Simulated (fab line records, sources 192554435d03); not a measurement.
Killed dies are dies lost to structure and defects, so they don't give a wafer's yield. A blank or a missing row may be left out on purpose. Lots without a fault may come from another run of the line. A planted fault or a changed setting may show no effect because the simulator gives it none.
Chamber matching | flow n5_finfet | N5_BEOL_M15_VIA_ETCH_16 on rie_diel-03: 4 sister chambers
The step etches SiO2 in C4F8/O2/Ar, target depth 1792.2 nm. 8 wafers are shown with their chamber, then 8 later ones without.

WAFERS WITH THEIR CHAMBER
wafer  | chamber | rf_vpp_V (V) | drypump_motor_current_A (A)
L081.4 | 3       | 2191         | 5.1
L081.6 | 0       | 2256         | 5.3
L088.1 | 1       | 2210         | 5.2
L088.3 | 0       | 2257         | 5.4
L093.1 | 3       | 2191         | 5.1
L093.4 | 2       | 2215         | 4.8
L093.6 | 1       | 2208         | 5.2
L094.1 | 2       | 2216         | 4.8

WAFERS WITHOUT THEIR CHAMBER
wafer  | rf_vpp_V (V) | drypump_motor_current_A (A)
L094.2 | 2191         | 5.1
L094.3 | 2255         | 5.4
L095.2 | 2208         | 5.2
L095.3 | 2214         | 4.8
L095.6 | 2216         | 4.8
L096.1 | 2188         | 5.1
L096.3 | 2214         | 4.8
L096.5 | 2188         | 5.1

WHICH CHAMBER EACH WENT THROUGH
wafer  | from the rows above | in truth
L094.2 | 3                   | 3
L094.3 | 0                   | 0
L095.2 | 1                   | 1
L095.3 | 2                   | 2
L095.6 | 2                   | 2
L096.1 | 3                   | 3
L096.3 | 2                   | 2
L096.5 | 3                   | 3
Placed correctly: 8 of 8. Can't be placed from these rows: 0. Placed wrongly: 0.
How it was worked out, from the rows above alone: a wafer's distance from a chamber is the root of the sum, over the readings, of the square of ((its reading less the chamber's mean) divided by the reading's scatter). The wafer belongs to the nearest chamber; if the next one is less than 2 further off, it can't be placed. A chamber's mean is the mean of its shown wafers. The scatter: the root of (the sum of the squares of (reading less its chamber's mean) over the shown wafers, divided by (wafers less chambers)).
